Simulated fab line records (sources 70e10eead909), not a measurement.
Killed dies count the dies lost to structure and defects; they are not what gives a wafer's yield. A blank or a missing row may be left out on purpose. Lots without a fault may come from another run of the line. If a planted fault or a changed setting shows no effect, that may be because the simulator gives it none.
Matching of chambers | flow nand harc | NHARC_A_M0_ETCH_34 on rie diel-01: 4 sister chambers
The step etches the open film in N2/H2, target depth 40 nm, overetch 12 nm, time 43.94 s. 20 wafers are shown with their chamber, then 10 later ones without.

== EACH WAFER AND ITS CHAMBER ==
wafer  | chamber | drypump motor current A (A) | rf vpp V (V) | oes product au (a.u.)
L075.1 | 3       | 5.8                         | 434.5        | 0.982
L075.2 | 2       | 5.7                         | 432.7        | 1.004
L075.5 | 2       | 5.8                         | 435.7        | 1.001
L076.1 | 0       | 6.0                         | 428.1        | 1.001
L076.3 | 2       | 5.7                         | 433.2        | 0.988
L076.5 | 3       | 5.8                         | 434.0        | 0.978
L077.2 | 1       | 5.4                         | 428.2        | 1.019
L077.3 | 3       | 5.9                         | 434.1        | 0.969
L077.5 | 3       | 5.8                         | 432.5        | 0.992
L081.1 | 0       | 6.0                         | 427.4        | 0.994
L081.2 | 1       | 5.4                         | 427.4        | 1.002
L081.5 | 2       | 5.7                         | 434.8        | 0.995
L090.3 | 2       | 5.7                         | 434.9        | 1.002
L090.5 | 3       | 5.8                         | 434.7        | 1.020
L090.6 | 0       | 6.0                         | 426.4        | 1.005
L089.2 | 1       | 5.4                         | 427.3        | 0.997
L089.4 | 0       | 6.0                         | 426.6        | 0.988
L089.5 | 2       | 5.7                         | 435.3        | 0.996
L092.1 | 1       | 5.4                         | 429.0        | 0.996
L092.3 | 0       | 6.0                         | 425.9        | 0.990

SIGNATURES, as means of the wafers listed above
reading                 | chamber 0 | chamber 1 | chamber 2 | chamber 3 | scatter within a chamber
drypump motor current A | 6.000     | 5.400     | 5.717     | 5.820     | 0.032
rf vpp V                | 426.880   | 427.975   | 434.433   | 433.960   | 0.973
oes product au          | 0.99560   | 1.00350   | 0.99767   | 0.98820   | 0.0119
Rule: a wafer lies at a distance from a chamber equal to the root of the sum of squares, over the readings, of (its reading less the chamber's mean, divided by the reading's scatter). If the next closest chamber is less than 2 further off than the closest, the wafer can't be placed; otherwise it belongs to the closest. How the scatter is found: for the shown wafers, subtract from each reading the mean of its chamber, square and add these, divide the total by (wafers less chambers), then take the root.

== WAFERS WITHOUT THEIR CHAMBER ==
wafer  | drypump motor current A (A) | rf vpp V (V) | oes product au (a.u.)
L092.4 | 5.7                         | 435.1        | 0.994
L091.1 | 5.7                         | 433.8        | 1.005
L091.2 | 5.9                         | 433.8        | 1.017
L091.5 | 5.8                         | 435.4        | 0.984
L093.1 | 5.4                         | 427.8        | 0.988
L093.2 | 5.8                         | 433.2        | 1.007
L093.6 | 5.7                         | 435.9        | 0.996
L096.1 | 5.7                         | 433.4        | 0.993
L096.4 | 6.0                         | 425.9        | 0.998
L096.6 | 5.9                         | 435.0        | 0.998

== WHICH CHAMBER EACH ONE RAN IN ==
wafer  | from the rows above     | in truth
L092.4 | 2                       | 2
L091.1 | 2                       | 2
L091.2 | 3                       | 3
L091.5 | can't be placed: 3 or 2 | 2
L093.1 | 1                       | 1
L093.2 | can't be placed: 3 or 2 | 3
L093.6 | 2                       | 2
L096.1 | 2                       | 2
L096.4 | 0                       | 0
L096.6 | 3                       | 3
Placed correctly: 8 of 10. From these rows, 2 cannot be placed; in 2 the true chamber is one of the candidates. Placed wrongly: 0.
